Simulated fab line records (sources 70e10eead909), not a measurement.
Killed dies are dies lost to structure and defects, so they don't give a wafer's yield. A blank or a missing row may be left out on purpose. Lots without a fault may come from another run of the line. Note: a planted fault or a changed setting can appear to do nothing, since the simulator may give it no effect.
Problem report in the 8D (eight disciplines) form, filled by code + flow nandHarc + the parts of the form that need people (team, actions taken, sign-off) are left out

## 1. WHAT IS WRONG
killedAtArray at NHARC_END_SORT_01 reads a mean of 671 on 6 wafers of 2 lots; wafers without a fault read 58 with a standard deviation of 20. That is +31 standard deviations from the usual mean.
The first sign was on wafer L282.2 at day 29 16:34, on prober-01. The record holds 33 wafers of 11 lots with a number at this step. By rule, "out" or "out of limits" means more than 4 standard deviations away from the usual mean. Any other wafer with a number is counted as sound.

## 2. WHAT IT IS; WHAT IT IS NOT
| question                    | is                        | is not                                                                                       |
|-----------------------------|---------------------------|----------------------------------------------------------------------------------------------|
| which readings at this step | killedAtArray, killedDies | killedAtOther, killedShort                                                                   |
| which lots                  | L282, L283                | L272, L273, L276, L277, L288, L289, L291, L292, L294                                         |
| which wafers of those lots  | all that have a number    | -                                                                                            |
| read on which gauges        | prober-01, prober-02      | -                                                                                            |
| when                        | from day 29 16:34         | up to then (12 sound wafers); but 15 sound wafers of L288, L289, L291, L292, L294 came after |

## 3. THE SUSPECTS, EACH WITH WHAT RULES IT OUT
Counting: a tool at any process step up to the reading remains a suspect when it ran all the lots that are out and ran no sound lot after the first of those.
- ruled out: the gauge at NHARC_END_SORT_01. The wafers that are out were read on 2 gauges (prober-01, prober-02).
- rieDiel-13 at NHARC_A_STAIRCASE_TRIM_196 (chemistry O2, time 211.2 s): ruled out as a lasting fault. The sound lots L292, L294 went through it after L282, its earliest lot that is out (day 20 06:01).
- rieDiel-13 at NHARC_A_STAIRCASE_ETCH_201 (etches the open film in C4F8/O2, target depth 100 nm, time 40.5 s): ruled out as a lasting fault. The sound lots L292, L294 went through it after L282, its earliest lot that is out (day 20 08:59). With no start given for some of its lots, NHARC_A_STAIRCASE_ETCH_201 uses the hours and lot order of NHARC_A_STAIRCASE_ETCH_221.
- rieDiel-06 at NHARC_A_STAIRCASE_ETCH_221 (etches the open film in C4F8/O2, target depth 100 nm, time 40.5 s): ruled out as a lasting fault. The sound lots L291, L294 went through it after L282, its earliest lot that is out (day 20 08:59).
Left after counting: nothing in the record.

## 4. THE CAUSE (what the simulator had put in)
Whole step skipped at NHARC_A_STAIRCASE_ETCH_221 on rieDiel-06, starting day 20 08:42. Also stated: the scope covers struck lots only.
Counting ruled it out, wrongly: the rule takes a fault to strike every lot that its tool runs from its start on, and this one did not.

## 5. THE CHAIN OF EFFECTS, in route order
Rows list readings where the struck wafers' mean (over those with a number) sits beyond 3 standard deviations from the usual. Readings are gone through only where the record gives a usual standard deviation; hours: the median, over the lots, of the time from a lot's start at the first step in this table giving one to that lot's start at this step; sigmas: the change measured in usual standard deviations.
| hours | step              | reading       | usual | on struck wafers | change | sigmas |
|-------|-------------------|---------------|-------|------------------|--------|--------|
| 0     | NHARC_END_SORT_01 | killedAtArray | 58    | 671              | +613   | +31    |
| 0     | NHARC_END_SORT_01 | killedDies    | 63    | 677              | +614   | +31    |
Readings that are blank on the struck wafers while sound wafers have them: biasW at NHARC_A_STAIRCASE_ETCH_221; chamberPressureMTorr at NHARC_A_STAIRCASE_ETCH_221; oesProductAu at NHARC_A_STAIRCASE_ETCH_221; rfFwdPowerW at NHARC_A_STAIRCASE_ETCH_221; rfVppV at NHARC_A_STAIRCASE_ETCH_221.

## 6. WHAT WOULD HAVE CAUGHT IT SOONER
224 hours passed between the start of the fault at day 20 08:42 and the first reading out of limits at a measuring or inspecting step in this record, taken at day 29 16:34.
At NHARC_A_STAIRCASE_ETCH_221 the tool's readings are blank on the struck wafers, where sound wafers have them: an empty tool record is the first sign, and it was there at once.
